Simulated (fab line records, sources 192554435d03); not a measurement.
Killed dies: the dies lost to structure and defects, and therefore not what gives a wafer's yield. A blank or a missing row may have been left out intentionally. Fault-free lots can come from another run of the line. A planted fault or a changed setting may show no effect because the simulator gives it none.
fab line records	flow n5-finfet
record lots=9	wafers=27	last-day=18
route steps=1938 shown ZERO_LAYER@17 WELL_APT@34 BEOL_M4@1111 PASSIVATION@1936
lots that met no fault: from a run of the same line without faults
start-h: start of the lot's first displayed wafer, in hours after the record's first day	wait-h: hours elapsed since this lot's preceding step	" unchanged from the row above	L1.1+2: several wafers, shown together as one row	- either no value or no given start	* or withheld: withheld	< > ~ a bound
route shown NAME@n: names a module that has steps shown in the file, with the first one's number in the route	usual: average and standard deviation across the fault-free wafers	same: alike in all rows	chamber/n: place in a boat	sites: readings site by site	_std_site: the standard deviation of these	_edge_site: mean of outer sites minus mean of inner sites	radius-mm: how far each site lies from the wafer's centre	mask NAME#n: copy n	behind: the tool/chamber that last shaped the wafer	hold: the reason the lot was held/the length of the hold in hours/how it ended	device: the transistor (n, p or np) that didn't switch	end of line: the route-end tests of the same wafers	a step with no rows: only its recipe	killed: count of dies lost to structure and defects at first sort (not the wafer's yield)	map: the dies of a wafer, with x for killed, . for not killed, _ for no die there
set.NAME: setting as actually run; set.NAME@STEP: the setting as run at that earlier step	model.NAME: the simulator's own value behind a step, which no gauge read
a sample of lots followed through the steps of the route, with each step as a table and each wafer as a row
services: when a tool's chamber went out of use (start-h, in hours from the record's first day, below 0 if earlier), for how many hours, and the reason
## steps
# step N5_ZERO_LAYER_STRIP_24
# recipe chemistry=O2	power-w=1000	temp-c=250	overash-fraction=0.3	pressure-mtorr=1000	o2-flow-sccm=6750
# usual drypump-motor-current-A=5.35/0.26	heater-power-w=349/16	oes-product-au=0.647/0.0046	strip-time-to-endpoint-s=43.87/0.088
lot.wafer	tool	chamber	start-h	wait-h	drypump-motor-current-A	heater-power-w	oes-product-au	rf-hours-counter-h	strip-time-to-endpoint-s
L439.1	plasma-asher-02	1	24.94	0.1	5.52	359	0.643	25	43.80
L439.5	"	0	"	"	5.24	346	0.641	-	43.69
L439.6	"	1	"	"	5.52	360	0.645	-	43.71
L441.2	plasma-asher-01	1	37.48	0.4	5.67	372	0.648	76	43.94
L441.5	"	0	"	"	5.00	328	0.645	-	44.01
L441.6	"	1	"	"	5.67	366	0.643	-	43.92
L443.1	plasma-asher-01	0	49.12	0.2	5.01	325	0.651	81	44.00
L443.2	"	1	"	"	5.62	366	0.643	81	44.05
L443.6	"	1	"	"	5.64	363	0.645	-	44.03
L446.1	plasma-asher-02	0	66.89	0.1	5.21	346	0.642	32	43.87
L446.3	"	0	"	"	5.20	346	0.646	-	43.81
L446.5	"	0	"	"	5.24	345	0.646	-	43.79
L448.1	plasma-asher-01	1	79.02	0.1	5.63	359	0.646	87	43.77
L448.2	"	0	"	"	5.01	324	0.652	87	43.62
L448.6	"	0	"	"	4.98	334	0.642	-	43.69
L450.1	plasma-asher-02	1	90.91	0.1	5.52	363	0.657	37	43.84
L450.5	"	0	"	"	5.21	342	0.648	-	43.89
L450.6	"	1	"	"	5.52	360	0.650	-	43.80
L453.1	plasma-asher-01	0	109.06	0.1	5.00	331	0.653	92	43.93
L453.4	"	1	"	"	5.62	363	0.645	-	43.95
L453.5	"	0	"	"	5.03	341	0.653	-	43.84
L455.1	plasma-asher-02	0	120.89	0.1	5.23	343	0.642	43	43.94
L455.3	"	1	"	"	5.53	367	0.649	-	43.98
L455.5	"	1	"	"	5.53	363	0.643	-	44.05
L459.1	plasma-asher-01	0	144.92	0.1	4.99	338	0.639	99	43.78
L459.2	"	1	"	"	5.64	368	0.644	99	43.89
L459.3	"	0	"	"	4.98	328	0.659	-	43.82
# step N5_WELL_APT_STRIP_16
# recipe chemistry=SPM	time-s=900	temp-c=130	h2so4-h2o2-vol-ratio=4	dry=ipa-marangoni
lot.wafer	tool	chamber	start-h	wait-h
L439.1+5+6	wet-bench-01	1,4,7	27.06	0.2
L441.2+5+6	wet-bench-06	4,7,0	38.74	0.1
L443.1+2+6	wet-bench-01	5,7,3	50.90	0.3
L446.1+3+5	wet-bench-01	2,3,4	68.27	0.2
L448.1+2+6	wet-bench-01	5,0,7	80.28	0.2
L450.1+5+6	wet-bench-06	4,2,1	92.27	0.2
L453.1+4+5	wet-bench-05	0,3,4	110.59	0.2
L455.1+3+5	wet-bench-01	6,1,0	122.36	0.2
L459.1+2+3	wet-bench-01	4,0,3	146.15	0.2
# step N5_WELL_APT_CD_MEAS_25
# recipe target-cd-nm=200	landing-energy-ev=500	detector=se-inlens
# usual cd-nm=199.6/1.5
lot.wafer	tool	chamber	start-h	wait-h	cd-nm
L439.1	cd-sem-01	0	27.73	-	201.0
L439.5	"	0	"	"	200.7
L439.6	"	0	"	"	201.8
L441.2	cd-sem-03	0	39.42	-	199.4
L441.5	"	0	"	"	198.5
L441.6	"	0	"	"	199.1
L443.1	cd-sem-02	0	51.57	-	199.8
L443.2	"	0	"	"	199.1
L443.6	"	0	"	"	200.7
L446.1	cd-sem-03	0	68.83	-	198.9
L446.3	"	0	"	"	198.4
L446.5	"	0	"	"	201.4
L448.1	cd-sem-02	0	80.95	-	199.1
L448.2	"	0	"	"	198.1
L448.6	"	0	"	"	199.6
L450.1	cd-sem-02	0	92.82	-	199.9
L450.5	"	0	"	"	199.4
L450.6	"	0	"	"	200.7
L453.1	cd-sem-03	0	111.26	-	202.4
L453.4	"	0	"	"	202.1
L453.5	"	0	"	"	202.4
L455.1	cd-sem-02	0	123.03	-	201.4
L455.3	"	0	"	"	200.2
L455.5	"	0	"	"	198.4
L459.1	cd-sem-02	0	146.70	-	200.5
L459.2	"	0	"	"	200.0
L459.3	"	0	"	"	200.1
# step N5_WELL_APT_INSPECT_27
# recipe mode=adi	inspect-instrument=macro
# usual raw-defect-count=2.0/1.4
lot.wafer	tool	chamber	start-h	wait-h	raw-defect-count
L439.1	defect-inspect-02	-	27.78	0.0	2
L439.5	"	-	"	"	0
L439.6	"	-	"	"	3
L441.2	defect-inspect-02	-	39.47	0.0	3
L441.5	"	-	"	"	3
L441.6	"	-	"	"	0
L443.1	defect-inspect-02	-	51.63	0.0	3
L443.2	"	-	"	"	0
L443.6	"	-	"	"	0
L446.1	defect-inspect-01	-	68.89	0.0	1
L446.3	"	-	"	"	2
L446.5	"	-	"	"	3
L448.1	defect-inspect-01	-	81.00	0.0	3
L448.2	"	-	"	"	1
L448.6	"	-	"	"	4
L450.1	defect-inspect-01	-	92.87	0.0	5
L450.5	"	-	"	"	2
L450.6	"	-	"	"	2
L453.1	defect-inspect-01	-	111.31	0.0	3
L453.4	"	-	"	"	1
L453.5	"	-	"	"	1
L455.1	defect-inspect-02	-	123.08	0.0	1
L455.3	"	-	"	"	2
L455.5	"	-	"	"	3
L459.1	defect-inspect-01	-	146.76	0.0	0
L459.2	"	-	"	"	>300
L459.3	"	-	"	"	3
# step N5_WELL_APT_DESCUM_30
# recipe chemistry=O2	time-s=7.9	source-power-w=50	bias-power-w=20	pressure-mtorr=20	rf-frequency-hz=2.712e+07	temp-c=40	o2-flow-sccm=225
# usual drypump-motor-current-A=5.9/0.36	oes-product-au=0.79/0.085	rf-fwd-power-W=49.71/0.16	rf-vpp-V=243.2/1.7	showerhead-plenum-p-Torr=2.09/0.1	throttle-valve-pct=20.34/0.16
lot.wafer	tool	chamber	start-h	wait-h	drypump-motor-current-A	oes-product-au	rf-fwd-power-W	rf-hours-counter-h	rf-vpp-V	showerhead-plenum-p-Torr	throttle-valve-pct
L439.1	rie-diel-02	1	28.17	0.4	5.4	0.90	49.85	25	245.2	2.22	20.24
L439.5	"	0	"	"	5.3	0.70	49.80	-	242.6	1.97	20.44
L439.6	"	3	"	"	5.9	0.79	49.66	-	245.6	2.19	20.14
L441.2	rie-diel-05	1	39.50	0.0	5.4	0.81	49.86	90	239.7	1.93	20.44
L441.5	"	0	"	"	5.6	0.79	50.07	-	244.5	2.19	20.17
L441.6	"	1	"	"	5.4	0.81	49.63	-	240.9	1.93	20.42
L443.1	rie-diel-04	3	51.66	0.0	6.0	0.76	49.74	154	243.1	2.09	20.27
L443.2	"	1	"	"	6.1	0.76	49.86	164	243.1	1.99	20.15
L443.6	"	2	"	"	6.1	0.97	49.54	-	243.1	2.04	20.44
L446.1	rie-diel-05	3	68.92	0.0	6.3	0.73	49.76	201	243.5	2.17	20.60
L446.3	"	0	"	"	5.5	0.78	49.60	127	244.3	2.19	20.19
L446.5	"	0	"	"	5.5	0.79	49.77	-	245.4	2.19	20.19
L448.1	rie-diel-02	2	81.04	0.0	6.4	0.69	49.52	215	241.5	2.06	20.52
L448.2	"	0	"	"	5.3	0.95	49.51	4	244.5	2.23	20.13
L448.6	"	0	"	"	5.3	0.95	49.82	-	244.5	2.23	20.11
L450.1	rie-diel-05	1	92.90	0.0	5.4	0.79	49.70	107	241.1	1.93	20.44
L450.5	"	0	"	"	5.5	0.78	49.67	-	243.8	2.18	20.20
L450.6	"	1	"	"	5.4	0.79	49.55	-	240.6	1.93	20.46
L453.1	rie-diel-02	2	111.35	0.0	6.4	0.69	49.69	225	243.9	2.06	20.55
L453.4	"	3	"	"	5.9	0.76	49.75	164	244.7	2.17	20.20
L453.5	"	1	"	"	5.5	0.85	49.52	-	245.1	2.21	20.27
L455.1	rie-diel-05	0	123.12	0.0	5.5	0.77	49.67	144	244.9	2.18	20.20
L455.3	"	3	"	"	6.3	0.71	49.81	218	244.1	2.16	20.63
L455.5	"	0	"	"	5.5	0.76	49.52	-	245.6	2.18	20.21
L459.1	rie-diel-04	0	146.79	0.0	6.4	0.90	49.77	33	246.7	2.24	20.20
L459.2	"	1	"	"	6.1	0.74	49.79	200	242.2	1.98	20.21
L459.3	"	3	"	"	6.0	0.74	49.63	189	244.0	2.08	20.33
# step N5_WELL_APT_INSPECT_38
# recipe inspect-instrument=darkfield	mode=post-epi
# usual raw-defect-count=14/4.9
lot.wafer	tool	chamber	start-h	wait-h	raw-defect-count
L439.1	defect-inspect-02	-	29.81	0.5	27
L439.5	"	-	"	"	12
L439.6	"	-	"	"	10
L441.2	defect-inspect-02	-	41.15	0.4	14
L441.5	"	-	"	"	18
L441.6	"	-	"	"	22
L443.1	defect-inspect-02	-	53.51	0.7	12
L443.2	"	-	"	"	8
L443.6	"	-	"	"	13
L446.1	defect-inspect-01	-	70.78	0.7	14
L446.3	"	-	"	"	16
L446.5	"	-	"	"	15
L448.1	defect-inspect-01	-	82.71	0.5	15
L448.2	"	-	"	"	8
L448.6	"	-	"	"	6
L450.1	defect-inspect-01	-	94.61	0.5	10
L450.5	"	-	"	"	15
L450.6	"	-	"	"	18
L453.1	defect-inspect-02	-	113.09	0.5	19
L453.4	"	-	"	"	25
L453.5	"	-	"	"	17
L455.1	defect-inspect-01	-	124.95	0.5	9
L455.3	"	-	"	"	9
L455.5	"	-	"	"	8
L459.1	defect-inspect-02	-	148.69	0.5	16
L459.2	"	-	"	"	624
L459.3	"	-	"	"	6
# step N5_BEOL_M4_RC_MEAS_101
# usual DIBL_N=35.9/1.3	DIBL_P=35.9/1.5	IOFF_N=0.152/0.023	IOFF_P=0.204/0.027	ION_N=673/9.2	ION_P=462/6.7	SS_N=71.4/0.48	SS_P=73.2/0.55	VT_N=250.3/2.6	VT_P=-250.6/3
lot.wafer	tool	chamber	start-h	wait-h	DIBL_N[mV/V]	DIBL_P[mV/V]	IOFF_N[nA/um]	IOFF_P[nA/um]	ION_N[uA/um]	ION_P[uA/um]	SS_N[mV/dec]	SS_P[mV/dec]	VT_N[mV]	VT_P[mV]
L439.1	prober-02	0	188.38	0.0	33.8	34.7	0.143	0.199	667	461	71.0	72.4	250.9	-250.0
L439.5	"	0	"	"	33.5	34.5	0.133	0.186	672	464	71.5	72.5	250.1	-250.8
L439.6	"	0	"	"	33.9	35.1	0.139	0.199	663	464	70.9	72.8	250.9	-250.2
L441.2	prober-01	0	213.20	0.2	36.6	36.6	0.135	0.175	670	456	71.2	72.8	253.0	-253.4
L441.5	"	0	"	"	35.3	34.7	0.122	0.159	676	453	70.6	72.6	253.1	-254.0
L441.6	"	0	"	"	37.3	38.1	0.162	0.214	685	469	71.8	73.6	251.9	-250.3
L443.1	prober-02	0	230.87	0.0	36.6	35.2	0.144	0.217	665	462	71.6	73.5	252.7	-248.6
L443.2	"	0	"	"	37.2	36.9	0.167	0.244	671	464	72.1	74.2	248.3	-249.5
L443.6	"	0	"	"	36.1	34.5	0.141	0.198	659	449	71.9	72.5	253.3	-251.8
L448.1	prober-01	0	266.27	0.0	35.2	36.2	0.158	0.216	679	469	71.9	72.9	250.1	-248.2
L448.2	"	0	"	"	32.5	33.7	0.120	0.180	670	462	70.6	72.4	252.9	-250.1
L448.6	"	0	"	"	35.8	36.4	0.160	0.222	671	462	71.1	73.5	251.2	-248.6
L446.1	prober-02	0	267.07	0.0	35.7	35.5	0.134	0.188	669	455	71.1	72.7	249.5	-249.6
L446.3	"	0	"	"	35.0	35.2	0.127	0.198	665	460	70.7	72.8	251.2	-248.8
L446.5	"	0	"	"	35.9	36.2	0.143	0.209	681	461	71.7	73.8	248.9	-248.1
L450.1	prober-02	0	274.88	0.0	36.3	33.9	0.147	0.227	669	472	71.5	72.4	248.6	-244.2
L450.5	"	0	"	"	36.9	34.5	0.148	0.227	678	467	71.1	73.4	251.3	-247.5
L450.6	"	0	"	"	38.0	36.4	0.184	0.275	692	477	71.6	73.6	247.6	-243.5
L453.1	prober-02	0	276.64	0.0	33.7	32.6	0.112	0.168	658	463	71.3	72.2	254.1	-251.2
L453.4	"	0	"	"	37.4	37.8	0.179	0.235	677	469	71.4	74.2	249.8	-248.6
L453.5	"	0	"	"	35.2	34.0	0.140	0.181	664	458	71.7	72.9	250.1	-250.5
L455.1	prober-02	0	302.23	0.0	34.5	36.0	0.143	0.198	681	470	71.5	73.3	252.2	-248.9
L455.3	"	0	"	"	33.8	35.6	0.137	0.187	665	466	71.2	73.1	253.1	-253.0
L455.5	"	0	"	"	35.7	37.6	0.164	0.223	681	467	71.5	73.5	249.4	-251.9
L459.1	prober-01	0	331.94	0.0	41.0	40.4	0.248	0.306	686	469	72.2	74.8	245.1	-245.4
L459.2	"	0	"	"	37.6	35.8	0.157	0.216	667	459	72.2	73.7	251.9	-252.3
L459.3	"	0	"	"	38.4	36.5	0.177	0.238	669	455	71.4	74.4	249.1	-249.1
# step N5_PASSIVATION_PROBE_49
# usual defect-limited-yield=91.0/1.5	killed_at_M0_to_M3=37/12	killed_at_M4_up=13/5	killed-at-contacts=13/6.1	killed-at-front-end=39/11	killed-at-other=4/3.2	killed-dies=106/17	killed-on-rim=13/4.2	killed-open=69/12	killed-short=35/7.9	sort_bin_4_leakage=0.00/0.007	sort_bin_5_function=5.3/1	sort_bin_6_memory=3.3/0.68	sort-n-pass=1074/17	sort-yield-pct=91.0/1.5
# same gross-dies=1180	killed-at-back-side=0	sort_bin_8_speed[%]=0
lot.wafer	tool	chamber	start-h	wait-h	defect-limited-yield[%]	killed_at_M0_to_M3	killed_at_M4_up	killed-at-contacts	killed-at-front-end	killed-at-other	killed-dies	killed-on-rim	killed-open	killed-short	sort_bin_4_leakage[%]	sort_bin_5_function[%]	sort_bin_6_memory[%]	sort-n-pass	sort-yield-pct[%]
L443.1	prober-01	-	335.31	0.0	89.3	68	16	10	29	3	126	17	80	46	0	6.3	3.9	1054	89.3
L443.2	prober-01	-	335.36	0.1	90.9	55	13	7	31	1	107	14	59	48	0	4.7	3.6	1073	90.9
L443.6	prober-01	-	335.56	0.3	87.5	69	21	11	46	1	148	25	94	54	0	8.0	4.2	1032	87.5
L448.1	prober-01	-	374.41	0.0	90.2	52	8	10	41	5	116	15	80	35	0	5.8	3.8	1064	90.2
L448.2	prober-01	-	374.46	0.1	90.4	46	11	18	29	9	113	16	78	34	0	5.9	3.5	1067	90.4
L448.6	prober-01	-	374.66	0.3	89.7	41	21	11	37	12	122	20	77	44	0	5.9	3.9	1058	89.7
L446.1	prober-02	-	374.89	0.0	90.6	40	6	14	48	3	111	13	75	34	0	6.0	3.1	1069	90.6
L446.3	prober-02	-	374.99	0.1	89.3	44	12	12	48	10	126	12	70	51	0	6.6	3.1	1054	89.3
L446.5	prober-02	-	375.09	0.2	90.7	46	15	10	28	11	110	14	61	46	0	5.2	3.4	1070	90.7
L450.1	prober-02	-	390.77	0.0	90.2	48	5	12	50	1	116	15	83	33	0	6.1	3.5	1064	90.2
L450.5	prober-02	-	390.97	0.2	91.3	48	8	9	38	0	103	4	72	31	0	4.3	4.2	1077	91.3
L450.6	prober-02	-	391.02	0.3	90.3	46	20	17	31	1	115	17	80	35	0	5.4	4.2	1065	90.3
L453.1	prober-01	-	395.42	0.0	93.4	31	17	9	21	0	78	9	52	26	0	3.9	2.4	1102	93.4
L453.4	prober-01	-	395.57	0.2	91.5	32	10	12	41	5	100	12	67	28	0	4.3	3.8	1080	91.5
L453.5	prober-01	-	395.62	0.2	92.2	35	16	13	24	4	92	14	62	27	0	4.4	2.9	1088	92.2
L459.1	prober-01	-	440.72	0.0	88.6	63	10	7	45	10	135	23	88	45	0.08	6.3	4.5	1044	88.5
L459.2	prober-01	-	440.77	0.1	80.8	44	9	4	160	9	226	30	69	42	0	10.8	5.8	954	80.8
L459.3	prober-01	-	440.82	0.1	91.4	23	15	12	44	7	101	12	58	39	0	5.3	2.7	1079	91.4
# killed by level:class
L443.1 BEOL_M0_SAQP:geometric-particle:open=21 BEOL_M0_SAQP:geometric-particle:short=17 BEOL_M3:geometric-particle:open=12 GATE_CUT:geometric-particle:short=8 BEOL_M4:geometric-particle:open=7 FIN_SAQP:geometric-particle:open=6 MOL_CONTACT_COAG:geometric-particle:open=6 BEOL_M2:geometric-particle:open=6
L443.2 BEOL_M0_SAQP:geometric-particle:open=21 BEOL_M0_SAQP:geometric-particle:short=18 FIN_SAQP:geometric-particle:short=6 GATE_CUT:geometric-particle:short=6 BEOL_M2:geometric-particle:open=5 BEOL_M3:geometric-particle:open=5 STARTING-WAFER:geometric-particle:short=5 MOL_CONTACT_COAG:geometric-particle:short=4
L443.6 BEOL_M0_SAQP:geometric-particle:short=28 BEOL_M0_SAQP:geometric-particle:open=25 BEOL_M4:geometric-particle:open=13 STI_FIN_REVEAL:geometric-particle:open=11 MOL_CONTACT_COAG:geometric-particle:open=10 DUMMY_GATE:geometric-particle:open=8 FIN_SAQP:geometric-particle:open=5 GATE_CUT:geometric-particle:open=5
L448.1 BEOL_M1:geometric-particle:open=19 FIN_SAQP:geometric-particle:open=18 FIN_SAQP:geometric-particle:short=11 MOL_CONTACT_COAG:geometric-particle:open=10 BEOL_M0_SAQP:geometric-particle:short=10 BEOL_M0_SAQP:geometric-particle:open=9 BEOL_M3:geometric-particle:open=7 PAD_METAL:geometric-particle:open=3
L448.2 MOL_CONTACT_COAG:geometric-particle:open=15 BEOL_M3:geometric-particle:open=13 BEOL_M0_SAQP:geometric-particle:short=11 BEOL_M0_SAQP:geometric-particle:open=9 BEOL_M4:geometric-particle:open=8 STI_FIN_REVEAL:geometric-particle:open=4 GATE_CUT:geometric-particle:short=4 GATE_CUT:geometric-particle:open=4
L448.6 BEOL_M0_SAQP:geometric-particle:short=11 BEOL_M0_SAQP:geometric-particle:open=11 MOL_CONTACT_COAG:geometric-particle:open=9 BEOL_M4:geometric-particle:open=9 STI_FIN_REVEAL:geometric-particle:open=7 FIN_SAQP:geometric-particle:open=6 PASS1_CAP:geometric-particle:short=6 BEOL_M1:geometric-particle:open=5
L446.1 FIN_SAQP:geometric-particle:open=12 MOL_CONTACT_COAG:geometric-particle:open=12 BEOL_M0_SAQP:geometric-particle:short=10 BEOL_M3:geometric-particle:open=9 STI_FIN_REVEAL:geometric-particle:open=8 BEOL_M2:geometric-particle:open=7 FIN_SAQP:geometric-particle:short=5 GATE_CUT:geometric-particle:short=5
L446.3 BEOL_M0_SAQP:geometric-particle:short=9 BEOL_M3:geometric-particle:open=8 FIN_SAQP:geometric-particle:short=7 BEOL_M0_SAQP:geometric-particle:open=7 BEOL_M1:geometric-particle:open=7 FIN_SAQP:geometric-particle:open=6 MOL_CONTACT_COAG:geometric-particle:short=6 MOL_CONTACT_COAG:geometric-particle:open=6
L446.5 BEOL_M0_SAQP:geometric-particle:short=11 BEOL_M3:geometric-particle:open=10 BEOL_M0_SAQP:geometric-particle:open=8 MOL_CONTACT_COAG:geometric-particle:open=7 BEOL_M4:geometric-particle:open=6 PASS1_DEP:geometric-particle:short=5 BEOL_M2:geometric-particle:short=5 BEOL_M0:geometric-particle:open=4
L450.1 BEOL_M3:geometric-particle:open=19 FIN_SAQP:geometric-particle:open=13 STI_FIN_REVEAL:geometric-particle:open=10 BEOL_M0_SAQP:geometric-particle:open=10 MOL_CONTACT_COAG:geometric-particle:open=9 BEOL_M2:geometric-particle:open=8 FIN_SAQP:geometric-particle:short=7 BEOL_M0_SAQP:geometric-particle:short=5
L450.5 BEOL_M2:geometric-particle:open=15 BEOL_M3:geometric-particle:open=15 FIN_SAQP:geometric-particle:open=11 BEOL_M0_SAQP:geometric-particle:short=9 MOL_CONTACT_COAG:geometric-particle:open=8 FIN_SAQP:geometric-particle:short=5 BEOL_M5:geometric-particle:open=5 STI_FIN_REVEAL:geometric-particle:short=4
L450.6 MOL_CONTACT_COAG:geometric-particle:open=13 BEOL_M0_SAQP:geometric-particle:open=13 FIN_SAQP:geometric-particle:open=10 BEOL_M0_SAQP:geometric-particle:short=10 BEOL_M4:geometric-particle:open=9 BEOL_M2:geometric-particle:open=8 BEOL_M3:geometric-particle:open=6 MOL_CONTACT_COAG:geometric-particle:short=4
L453.1 BEOL_M2:geometric-particle:open=10 FIN_SAQP:geometric-particle:open=6 BEOL_M0_SAQP:geometric-particle:short=6 MOL_CONTACT_COAG:geometric-particle:open=5 BEOL_M4:geometric-particle:open=5 MOL_CONTACT_COAG:geometric-particle:short=4 BEOL_M0_SAQP:geometric-particle:open=4 BEOL_M5:geometric-particle:open=4
L453.4 FIN_SAQP:geometric-particle:short=10 FIN_SAQP:geometric-particle:open=10 BEOL_M2:geometric-particle:open=10 MOL_CONTACT_COAG:geometric-particle:open=7 STI_FIN_REVEAL:geometric-particle:open=6 BEOL_M4:geometric-particle:open=6 BEOL_M0_SAQP:geometric-particle:open=5 BEOL_M3:geometric-particle:open=5
L453.5 MOL_CONTACT_COAG:geometric-particle:open=10 BEOL_M1:geometric-particle:open=10 BEOL_M3:geometric-particle:open=7 BEOL_M0_SAQP:geometric-particle:short=6 BEOL_M4:geometric-particle:open=6 BEOL_M5:geometric-particle:open=5 STARTING-WAFER:geometric-particle:short=5 FIN_SAQP:geometric-particle:short=4
L459.1 BEOL_M3:geometric-particle:open=17 STI_FIN_REVEAL:geometric-particle:open=14 BEOL_M0_SAQP:geometric-particle:open=11 BEOL_M2:geometric-particle:open=11 BEOL_M0_SAQP:geometric-particle:short=9 FIN_SAQP:geometric-particle:short=8 MOL_CONTACT_COAG:geometric-particle:open=5 BEOL_M3:geometric-particle:short=5
L459.2 WELL_APT:unspecified=115 STI_FIN_REVEAL:geometric-particle:open=12 BEOL_M3:geometric-particle:open=12 FIN_SAQP:geometric-particle:short=10 BEOL_M0_SAQP:geometric-particle:short=9 FIN_SAQP:geometric-particle:open=8 BEOL_M2:geometric-particle:open=8 BEOL_M0_SAQP:geometric-particle:open=6
L459.3 MOL_CONTACT_COAG:geometric-particle:open=10 STI_FIN_REVEAL:geometric-particle:open=10 BEOL_M4:geometric-particle:open=8 FIN_SAQP:geometric-particle:short=7 BEOL_M0_SAQP:geometric-particle:short=7 FIN_SAQP:geometric-particle:open=6 BEOL_M0_SAQP:geometric-particle:open=6 BEOL_M2:geometric-particle:open=5
## services
tool	chamber	start-h	hours	kind
rie-diel-04	2	4.25	-	clean
rie-diel-04	2	4.25	-	consumable-replace:focus-ring
rie-diel-04	2	4.25	30.9	scheduled-down
rie-diel-04	2	4.25	30.9	vent-cycle
rie-diel-02	-	4.31	1.0	repair
plasma-asher-01	-	22.92	0.9	repair
rie-diel-02	2	26.16	26.8	repair
rie-diel-05	3	33.07	9.2	repair
rie-diel-04	0	35.14	-	clean
plasma-asher-02	-	35.36	14.6	pm
rie-diel-02	0	52.92	-	clean
rie-diel-02	0	52.92	-	consumable-replace:focus-ring
rie-diel-02	0	52.92	-	consumable-replace:showerhead
rie-diel-02	0	52.92	17.0	scheduled-down
rie-diel-02	0	52.92	17.0	vent-cycle
rie-diel-05	2	60.80	8.2	repair
plasma-asher-01	-	66.22	1.2	repair
rie-diel-02	-	85.35	0.4	repair
rie-diel-05	2	108.52	-	clean
rie-diel-05	2	108.52	-	consumable-replace:focus-ring
rie-diel-05	2	108.52	-	consumable-replace:showerhead
rie-diel-05	2	108.52	29.3	scheduled-down
rie-diel-05	2	108.52	29.3	vent-cycle
rie-diel-02	2	113.74	6.6	repair
## key
first-sign step=N5_WELL_APT_INSPECT_27	reading=raw-defect-count	direction=up	sigmas=99+	usual=2.0	struck=>300
effect step=N5_WELL_APT_INSPECT_38	reading=raw-defect-count	direction=up	sigmas=99+	usual=14	struck=624
effect step=N5_PASSIVATION_PROBE_49	reading=killed-at-front-end	direction=up	sigmas=11	usual=39	struck=160
more-kills-born-at N5_WELL_APT_STRIP_16@wet-bench-01=115
met-at N5_WELL_APT_STRIP_16
struck-lots L459
struck-wafers L459.2
not-acting-at N5_ZERO_LAYER_STRIP_24,N5_WELL_APT_CD_MEAS_25,N5_WELL_APT_DESCUM_30
onset-between 122.36 146.15
fault kind=chamber-particle-source	tool=wet-bench-01	chamber=0	onset-h=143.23	steps=N5_WELL_APT_STRIP_16	rate-per-visit-cm2=0.98695
